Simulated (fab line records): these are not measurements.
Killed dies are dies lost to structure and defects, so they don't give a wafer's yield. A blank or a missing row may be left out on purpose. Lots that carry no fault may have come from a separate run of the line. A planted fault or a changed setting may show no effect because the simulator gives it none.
fab line records    flow n5-finfet
record lots=13  wafers=31  last-day=16
route steps=1938 shown BEOL_M15@1774 MIM_TOP@1836 MIM_TOP_LITHO@1849 PASSIVATION@1936
lots untouched by any fault: they come from a run of this same line in which no faults occurred
start-h: the number of hours between the record's first day and the start of the first shown wafer of the lot    wait-h: hours elapsed since this lot's preceding step    " the same as in the row above    L1.1+2: one row covering several wafers at once    - either no value or no given start    * or withheld: withheld    < > ~ a bound
route shown NAME@n: names a module that has steps shown in the file, with the first one's number in the route    usual: the fault-free wafers' mean and standard deviation    same: alike in all rows    chamber/n: place in a boat    sites: the reading at each site    _std_site: the standard deviation of these    _edge_site: inner sites' mean taken away from outer sites' mean    radius-mm: how far each site lies from the wafer's centre    mask NAME#n: copy n    behind: the most recent tool/chamber to have shaped the wafer    hold: what put the lot on hold/how long, in hours/how the hold closed    device: whichever transistor did not switch (one of n, p or np)    end of line: the tests these same wafers got at the end of their route    for a step that has no rows: nothing shown but its recipe    killed: the dies lost at the first sort to structure and to defects; this is not the yield of the wafer    map: the dies of a wafer, with x for killed, . for not killed, _ for no die there
set.NAME: setting as actually run; set.NAME@STEP: the setting as run at that earlier step    model.NAME: the simulator's own value behind a step, which no gauge read
a sample of lots followed through the steps of the route, with each step as a table and each wafer as a row
services: a tool's chamber out of use, with start hour (start-h, from the record's first day; less than 0 if before it), hours out, and reason
## steps
# step N5_BEOL_M15_THK_MEAS_01
# recipe reads=SiO2_of_BEOL_M15_ILD_DEP_00
# usual M15_ILD_THK=1630/23
lot.wafer  tool           chamber  start-h  wait-h  M15_ILD_THK[nm]
L803.4     film-metro-01  -        251.27   0.0     1649
L803.5     "              -        "        "       1647
L803.6     "              -        "        "       1634
L806.2     film-metro-02  -        264.31   0.1     1617
L806.3     "              -        "        "       1643
L805.3     film-metro-02  -        266.72   0.1     1624
L805.6     "              -        "        "       1647
L808.3     film-metro-02  -        273.34   0.1     1627
L808.5     "              -        "        "       1640
L807.1     film-metro-01  -        277.46   0.1     1620
L807.2     "              -        "        "       1630
L809.1     film-metro-01  -        279.61   0.2     1645
L809.6     "              -        "        "       1663
L810.1     film-metro-02  -        294.31   0.2     1583
L810.3     "              -        "        "       1616
L812.2     film-metro-02  -        296.30   0.3     1622
L812.3     "              -        "        "       1629
L812.6     "              -        "        "       1633
L813.2     film-metro-02  -        299.80   0.1     1585
L813.5     "              -        "        "       1653
L814.2     film-metro-02  -        304.63   0.1     1628
L814.3     "              -        "        "       1604
L814.6     "              -        "        "       1652
L815.5     film-metro-02  -        324.98   0.0     1657
L815.6     "              -        "        "       1659
L823.2     film-metro-01  -        365.78   0.1     1576
L823.5     "              -        "        "       1649
L823.6     "              -        "        "       1648
L822.3     film-metro-01  -        367.54   0.1     1592
L822.4     "              -        "        "       1644
L822.6     "              -        "        "       1630
# step N5_BEOL_M15_INSPECT_12
# recipe mode=adi  inspect-instrument=macro
# usual raw-defect-count=2.2/1.6
lot.wafer  tool               chamber  start-h  wait-h  raw-defect-count
L803.4     defect-inspect-02  -        251.62   0.0     1
L803.5     "                  -        "        "       1
L803.6     "                  -        "        "       3
L806.2     defect-inspect-01  -        264.66   0.0     2
L806.3     "                  -        "        "       3
L805.3     defect-inspect-02  -        267.09   0.0     0
L805.6     "                  -        "        "       2
L808.3     defect-inspect-01  -        273.70   0.0     1
L808.5     "                  -        "        "       3
L807.1     defect-inspect-02  -        277.82   0.0     0
L807.2     "                  -        "        "       5
L809.1     defect-inspect-01  -        280.10   0.0     2
L809.6     "                  -        "        "       1
L810.1     defect-inspect-02  -        294.67   0.0     2
L810.3     "                  -        "        "       1
L812.2     defect-inspect-02  -        296.66   0.0     1
L812.3     "                  -        "        "       3
L812.6     "                  -        "        "       2
L813.2     defect-inspect-02  -        300.15   0.0     3
L813.5     "                  -        "        "       0
L814.2     defect-inspect-02  -        304.99   0.0     3
L814.3     "                  -        "        "       3
L814.6     "                  -        "        "       0
L815.5     defect-inspect-02  -        325.46   0.0     1
L815.6     "                  -        "        "       2
L823.2     defect-inspect-01  -        366.14   0.0     0
L823.5     "                  -        "        "       3
L823.6     "                  -        "        "       2
L822.3     defect-inspect-01  -        367.90   0.0     0
L822.4     "                  -        "        "       3
L822.6     "                  -        "        "       1
# step N5_BEOL_M15_ETCH_59
# recipe chemistry=N2/H2  target=BARC  target-depth-a=890  overetch-a=267  time-s=67.9  ion-energy-ev=200  pressure-mtorr=30  source-w=840  bias-w=150  n2-flow-sccm=200  h2-flow-sccm=200
# usual drypump-motor-current-A=5.5/0.56  oes-product-au=0.70/0.072  rf-vpp-V=524/3.1  showerhead-plenum-p-Torr=2.55/0.11  throttle-valve-pct=17.83/0.26
lot.wafer  tool         chamber  start-h  wait-h  drypump-motor-current-A  oes-product-au  rf-hours-counter-h  rf-vpp-V  showerhead-plenum-p-Torr  throttle-valve-pct
L803.4     rie-diel-06  0        251.72   0.0     6.2                      0.60            -                   519       2.42                      18.47
L803.5     "            1        "        "       5.4                      0.66            -                   527       2.64                      17.54
L803.6     "            3        "        "       4.8                      0.69            -                   524       2.55                      17.84
L806.2     rie-diel-03  1        264.73   0.0     5.1                      0.71            62                  528       2.70                      17.72
L806.3     "            0        "        "       6.0                      0.59            212                 525       2.63                      17.78
L805.3     rie-diel-02  0        267.38   0.0     5.7                      0.62            169                 519       2.35                      18.37
L805.6     "            0        "        "       5.7                      0.62            -                   517       2.35                      18.37
L808.3     rie-diel-06  1        273.76   0.0     5.4                      0.65            128                 527       2.63                      17.55
L808.5     "            1        "        "       5.4                      0.66            -                   527       2.63                      17.55
L807.1     rie-diel-03  1        277.89   0.0     5.0                      0.71            68                  526       2.70                      17.72
L807.2     "            3        "        "       6.5                      0.86            1                   529       2.71                      17.42
L809.1     rie-diel-03  1        280.82   0.0     5.0                      0.71            69                  528       2.70                      17.72
L809.6     "            1        "        "       5.0                      0.71            -                   529       2.70                      17.74
L810.1     rie-diel-06  2        295.13   0.0     4.8                      0.84            3                   521       2.50                      17.77
L810.3     "            2        "        "       4.8                      0.84            -                   522       2.50                      17.78
L812.2     rie-diel-06  1        296.75   0.0     5.4                      0.65            139                 528       2.63                      17.57
L812.3     "            2        "        "       4.7                      0.83            -                   523       2.50                      17.79
L812.6     "            2        "        "       4.7                      0.83            -                   523       2.50                      17.80
L813.2     rie-diel-02  0        300.22   0.0     5.7                      0.62            180                 518       2.34                      18.38
L813.5     "            2        "        "       5.7                      0.68            -                   521       2.43                      17.89
L814.2     rie-diel-02  2        305.07   0.0     5.6                      0.68            119                 521       2.43                      17.88
L814.3     "            2        "        "       5.6                      0.68            -                   522       2.43                      17.89
L814.6     "            0        "        "       5.7                      0.62            -                   518       2.34                      18.40
L815.5     rie-diel-02  3        325.55   0.0     6.0                      0.77            -                   525       2.61                      17.62
L815.6     "            2        "        "       5.7                      0.68            -                   521       2.43                      17.90
L823.2     rie-diel-03  2        366.22   0.0     5.3                      0.67            111                 523       2.45                      17.96
L823.5     "            3        "        "       6.5                      0.78            -                   527       2.70                      17.47
L823.6     "            2        "        "       5.3                      0.67            -                   521       2.45                      17.95
L822.3     rie-diel-06  2        368.19   0.0     4.7                      0.77            29                  522       2.49                      17.83
L822.4     "            3        "        "       4.8                      0.66            148                 524       2.53                      17.90
L822.6     "            3        "        "       4.8                      0.66            -                   523       2.53                      17.89
# step N5_MIM_TOP_ALD_02
# recipe material=Al2O3  target-thk-a=*  temp-c=withheld  ald-precursor-family=TMA  ald-co-reactant=O3  pulse-time-s=withheld  purge-time-s=3  co-reactant-purge-time-s=withheld  co-reactant-pulse-time-s=3  ald-cycles=withheld
# usual precursor-pulse-height-rel=1.003/0.021
lot.wafer  tool       chamber  start-h  wait-h  precursor-pulse-height-rel
L803.4     ald-hk-01  2        260      -       1.003
L803.5     "          0        "        "       0.993
L803.6     "          1        "        "       0.976
L806.2     ald-hk-03  3        272      -       1.014
L806.3     "          2        "        "       1.028
L805.3     ald-hk-03  2        275      -       1.000
L805.6     "          1        "        "       0.963
L808.3     ald-hk-03  0        281      -       1.025
L808.5     "          0        "        "       0.980
L807.1     ald-hk-02  2        286      -       1.003
L807.2     "          0        "        "       1.001
L809.1     ald-hk-02  2        292      -       0.998
L809.6     "          1        "        "       1.026
L810.1     ald-hk-02  0        303      -       1.008
L810.3     "          1        "        "       0.977
L812.2     ald-hk-02  2        306      -       0.976
L812.3     "          3        "        "       0.978
L812.6     "          0        "        "       0.988
L813.2     ald-hk-02  1        310      -       1.011
L813.5     "          2        "        "       1.037
L814.2     ald-hk-01  2        311      -       0.986
L814.3     "          3        "        "       0.988
L814.6     "          3        "        "       0.982
L815.5     ald-hk-02  0        334      -       1.023
L815.6     "          1        "        "       1.027
L823.2     ald-hk-01  1        373      -       1.006
L823.5     "          3        "        "       1.041
L823.6     "          2        "        "       0.957
L822.3     ald-hk-01  2        378      -       1.019
L822.4     "          3        "        "       1.046
L822.6     "          2        "        "       1.020
# step N5_MIM_TOP_LITHO_INSPECT_12
# recipe mode=adi  inspect-instrument=macro
# usual raw-defect-count=2.2/1.6
lot.wafer  tool               chamber  start-h  wait-h  raw-defect-count
L803.4     defect-inspect-02  -        262.75   0.0     4
L803.5     "                  -        "        "       2
L803.6     "                  -        "        "       1
L806.2     defect-inspect-02  -        275.73   0.0     5
L806.3     "                  -        "        "       1
L805.3     defect-inspect-01  -        277.01   0.0     3
L805.6     "                  -        "        "       1
L808.3     defect-inspect-02  -        282.55   0.0     1
L808.5     "                  -        "        "       1
L807.1     defect-inspect-02  -        287.50   0.0     0
L807.2     "                  -        "        "       2
L809.1     defect-inspect-02  -        294.91   0.0     0
L809.6     "                  -        "        "       1
L810.1     defect-inspect-01  -        306.16   0.0     2
L810.3     "                  -        "        "       2
L812.2     defect-inspect-02  -        307.77   0.0     0
L812.3     "                  -        "        "       2
L812.6     "                  -        "        "       2
L813.2     defect-inspect-02  -        313.47   0.0     3
L813.5     "                  -        "        "       2
L814.2     defect-inspect-02  -        313.71   0.0     3
L814.3     "                  -        "        "       6
L814.6     "                  -        "        "       2
L815.5     defect-inspect-02  -        335.88   0.0     1
L815.6     "                  -        "        "       1
L823.2     defect-inspect-02  -        374.52   0.0     >300
L823.5     "                  -        "        "       >300
L823.6     "                  -        "        "       >300
L822.3     defect-inspect-01  -        379.49   0.0     >300
L822.4     "                  -        "        "       >300
L822.6     "                  -        "        "       >300
# step N5_PASSIVATION_PROBE_49
# usual defect-limited-yield=91.2/1.4  killed_at_M0_to_M3=32/9.3  killed_at_M4_up=14/4.9  killed-at-contacts=15/7.5  killed-at-front-end=40/11  killed-at-other=4/3.3  killed-dies=104/17  killed-open=68/14  killed-short=33/7.9  sort_bin_5_function=5.2/0.99  sort_bin_6_memory=3.2/0.65  sort_bin_8_speed=0.03/0.19  sort-n-pass=1076/17  sort-yield-pct=91.1/1.5
# same gross-dies=1180  killed-at-back-side=0  sort_bin_4_leakage[%]=0
lot.wafer  tool       chamber  start-h  wait-h  defect-limited-yield[%]  killed_at_M0_to_M3  killed_at_M4_up  killed-at-contacts  killed-at-front-end  killed-at-other  killed-dies  killed-open  killed-short  sort_bin_5_function[%]  sort_bin_6_memory[%]  sort_bin_8_speed[%]  sort-n-pass  sort-yield-pct[%]
L823.2     prober-02  -        384.68   0.1     81.8                     29                  7                11                  45                   123              215          57           27            10.8                    3.6                   0                    965          81.8
L823.5     prober-02  -        384.83   0.2     78.9                     18                  21               11                  62                   137              249          80           33            12.3                    5.8                   0                    931          78.9
L823.6     prober-02  -        384.88   0.3     82.2                     17                  9                10                  40                   134              210          58           20            11.9                    3.5                   0                    970          82.2
L822.3     prober-01  -        390.79   0.1     80.3                     37                  13               7                   27                   149              233          54           33            13.8                    3.6                   0                    947          80.3
L822.4     prober-01  -        390.84   0.2     79.6                     44                  4                13                  34                   146              241          55           31            11.6                    4.8                   0                    939          79.6
L822.6     prober-01  -        390.94   0.3     80.8                     29                  18               8                   43                   129              227          60           41            12.7                    3.6                   0                    953          80.8
# killed by level:class
L823.2 MIM_TOP:unspecified=121 FIN_SAQP:geometric-particle:open=15 MOL_CONTACT_COAG:geometric-particle:open=9 HKMG_FIN:area-etch=7 BEOL_M0_SAQP:geometric-particle:short=6 BEOL_M1:geometric-particle:open=5 BEOL_M3:geometric-particle:open=5 STI_FIN_REVEAL:geometric-particle:open=4
L823.5 MIM_TOP:unspecified=135 FIN_SAQP:geometric-particle:open=11 MOL_CONTACT_COAG:geometric-particle:open=10 STI_FIN_REVEAL:geometric-particle:open=9 BEOL_M4:geometric-particle:open=9 DUMMY_GATE:geometric-particle:open=6 STI_FIN_REVEAL:geometric-particle:short=6 BEOL_M3:geometric-particle:open=6
L823.6 MIM_TOP:unspecified=130 STI_FIN_REVEAL:geometric-particle:open=14 MOL_CONTACT_COAG:geometric-particle:open=9 FIN_SAQP:geometric-particle:open=8 BEOL_M3:geometric-particle:open=6 BEOL_M4:geometric-particle:open=5 ILD0:geometric-particle:short=4 ILD0:geometric-particle:open=3
L822.3 MIM_TOP:unspecified=136 BEOL_M1:geometric-particle:open=10 PASSIVATION:area-etch=10 BEOL_M0_SAQP:geometric-particle:open=9 BEOL_M0_SAQP:geometric-particle:short=7 FIN_SAQP:geometric-particle:short=6 STI_FIN_REVEAL:geometric-particle:open=6 BEOL_M4:geometric-particle:open=6
L822.4 MIM_TOP:unspecified=143 HKMG_FIN:area-etch=12 MOL_CONTACT_COAG:geometric-particle:open=11 BEOL_M0_SAQP:geometric-particle:open=11 BEOL_M1:geometric-particle:open=11 BEOL_M0_SAQP:geometric-particle:short=8 FIN_SAQP:geometric-particle:open=6 BEOL_M1:geometric-particle:short=5
L822.6 MIM_TOP:unspecified=122 BEOL_M0_SAQP:geometric-particle:short=11 STI_FIN_REVEAL:geometric-particle:open=9 FIN_SAQP:geometric-particle:open=8 BEOL_M5:geometric-particle:open=7 MOL_CONTACT_COAG:geometric-particle:open=6 BEOL_M0_SAQP:geometric-particle:open=6 GATE_CUT:geometric-particle:short=5
## services
tool         chamber  start-h  hours  kind
rie-diel-02  1        245.26   -      clean
rie-diel-02  1        245.26   -      consumable-replace:focus-ring
rie-diel-02  1        245.26   17.8   scheduled-down
rie-diel-06  2        262.16   -      clean
rie-diel-06  2        262.16   -      consumable-replace:focus-ring
rie-diel-06  2        262.16   25.1   scheduled-down
rie-diel-06  2        262.16   25.1   vent-cycle
rie-diel-03  0        274.83   3.8    repair
rie-diel-06  3        276.39   6.5    repair
rie-diel-02  3        277.39   11.6   repair
rie-diel-06  0        287.31   -      clean
rie-diel-06  0        287.31   -      consumable-replace:focus-ring
rie-diel-06  0        287.31   -      consumable-replace:showerhead
rie-diel-06  0        287.31   19.2   scheduled-down
rie-diel-06  0        287.31   19.2   vent-cycle
rie-diel-06  3        289.56   18.8   repair
rie-diel-02  3        297.64   18.1   repair
rie-diel-02  1        303.65   4.8    repair
rie-diel-06  1        313.27   20.2   repair
rie-diel-02  0        320.60   12.9   repair
rie-diel-03  2        336.02   2.5    repair
rie-diel-03  1        354.76   13.3   repair
rie-diel-03  0        362.06   14.1   repair
ald-hk-03    -        368.68   4.0    repair
## key
first-sign step=N5_MIM_TOP_LITHO_INSPECT_12  reading=raw-defect-count  direction=up  sigmas=99+  usual=2.2  struck=>300
effect step=N5_PASSIVATION_PROBE_49  reading=killed-at-other  direction=up  sigmas=40  usual=4  struck=136
more-kills-born-at N5_MIM_TOP_ALD_02@ald-hk-01=787
met-at N5_MIM_TOP_ALD_02
struck-lots L822,L823
baseline-loss step=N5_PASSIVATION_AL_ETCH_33  wafers=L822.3
baseline-loss step=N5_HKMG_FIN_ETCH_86  wafers=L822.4
not-acting-at N5_BEOL_M15_THK_MEAS_01,N5_BEOL_M15_INSPECT_12,N5_BEOL_M15_ETCH_59
onset-between 311 373
also-fits time
fault kind=chamber-particle-source  tool=ald-hk-01  chamber=-  onset-h=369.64  steps=N5_MIM_TOP_ALD_02  rate-per-visit-cm2=1.0911  end-h=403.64
# baseline-loss: these wafers lose ten dies or more at that step, a loss of the line's own and not of a fault; the sort's usual values leave them out
